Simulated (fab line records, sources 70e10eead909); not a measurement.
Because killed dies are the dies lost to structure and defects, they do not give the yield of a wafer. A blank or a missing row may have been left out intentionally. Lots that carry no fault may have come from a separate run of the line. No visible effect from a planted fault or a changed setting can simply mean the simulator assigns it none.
Chamber matching | flow nand-harc | 4 sister chambers for NHARC_P_M0_CMP_23 on cmp-01
The step polishes, t overpolish 20 s, target thk 117.53 nm. 4 wafers are shown with their chamber, then 7 later ones without.

WAFERS, EACH WITH ITS CHAMBER
wafer  | chamber | motor-current-A (A)
L084.1 | 3       | 16.4
L089.6 | 2       | 12.9
L088.3 | 1       | 11.4
L088.4 | 0       | 11.2

WAFERS WHOSE CHAMBER IS MISSING
wafer  | motor-current-A (A)
L088.5 | 16.4
L091.1 | 11.5
L091.3 | 11.2
L091.6 | 15.7
L093.1 | 16.9
L093.2 | 12.0
L093.4 | 12.8

WHICH CHAMBER EACH ONE RAN IN
wafer  | from the rows above          | in truth
L088.5 | 3                            | 3
L091.1 | can't be placed: 1 or 0      | 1
L091.3 | can't be placed: 0 or 1      | 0
L091.6 | 3                            | 3
L093.1 | 3                            | 3
L093.2 | can't be placed: 1 or 0 or 2 | 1
L093.4 | 2                            | 2
4 of 7 placed correctly. Unplaceable from these rows: 3, with the true chamber sitting among the candidates in 3. Number placed wrongly: 0.
How it was worked out, from the rows above alone: a wafer's distance from a chamber is the root of the sum, over the readings, of the square of ((its reading less the chamber's mean) divided by the reading's scatter). The wafer belongs to the nearest chamber; if the next one is less than 2 further off, it can't be placed. Each chamber's mean is taken over the wafers shown for it. The scatter: with one shown wafer a chamber, the root of the mean of the squares of how far each hidden wafer lies from its nearest shown one.
